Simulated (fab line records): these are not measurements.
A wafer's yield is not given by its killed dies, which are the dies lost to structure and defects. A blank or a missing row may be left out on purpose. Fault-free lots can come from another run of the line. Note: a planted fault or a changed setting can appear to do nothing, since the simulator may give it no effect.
Chamber matching	flow n5_finfet	4 sister chambers for N5_MIM_TOP_LITHO_DESCUM_10 on rie_diel-06
The step chemistry O2, time 7.9 s. 16 wafers are shown with their chamber, then 8 later ones without.

## WAFERS WITH THEIR CHAMBER
wafer	chamber	throttle_valve_pct (%)	oes_product_au (a.u.)	temp_c (C)
L077.2	1	20.07	0.91	39.86
L077.5	1	20.09	0.90	39.96
L077.6	0	20.54	0.66	40.04
L076.2	2	20.40	0.86	40.10
L076.3	1	20.05	0.88	39.97
L076.4	3	20.07	0.84	39.89
L079.3	3	20.08	0.84	39.90
L079.4	3	20.08	0.83	40.09
L079.6	2	20.39	0.85	40.08
L080.1	3	20.07	0.83	39.94
L080.3	2	20.41	0.85	40.02
L080.4	3	20.08	0.83	40.03
L089.2	1	20.11	0.85	40.23
L089.4	3	20.11	0.80	40.02
L089.6	0	20.26	0.93	40.07
L095.1	1	20.13	0.84	40.15

SIGNATURES, as means of the wafers listed above
reading	chamber 0	chamber 1	chamber 2	chamber 3	scatter within a chamber
throttle_valve_pct	20.4000	20.0900	20.4000	20.0817	0.0609
oes_product_au	0.7950	0.8760	0.8533	0.8283	0.0587
temp_c	40.0550	40.0340	40.0667	39.9783	0.103
Rule: a wafer lies at a distance from a chamber equal to the root of the sum of squares, over the readings, of (its reading less the chamber's mean, divided by the reading's scatter). The wafer belongs to the nearest chamber; if the next one is less than 2 further off, it can't be placed. How the scatter is found: for the shown wafers, subtract from each reading the mean of its chamber, square and add these, divide the total by (wafers less chambers), then take the root.

## WAFERS MISSING THEIR CHAMBER
wafer	throttle_valve_pct (%)	oes_product_au (a.u.)	temp_c (C)
L095.2	20.29	0.92	39.98
L095.4	20.14	0.80	39.98
L096.4	20.44	0.82	40.07
L096.5	20.46	0.81	39.95
L096.6	20.15	0.82	40.00
L097.2	20.27	0.91	40.07
L097.4	20.46	0.82	39.91
L097.5	20.15	0.83	40.12

## EACH ONE'S CHAMBER
wafer	from the rows above	in truth
L095.2	can't be placed: 2 or 0 or 1 or 3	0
L095.4	can't be placed: 3 or 1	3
L096.4	can't be placed: 0 or 2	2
L096.5	can't be placed: 0 or 2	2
L096.6	can't be placed: 3 or 1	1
L097.2	can't be placed: 2 or 0 or 1 or 3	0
L097.4	can't be placed: 0 or 2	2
L097.5	can't be placed: 1 or 3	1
Correct placement for 0 of the 8. Unplaceable from these rows: 8, with the true chamber sitting among the candidates in 8. Wrongly placed: 0.
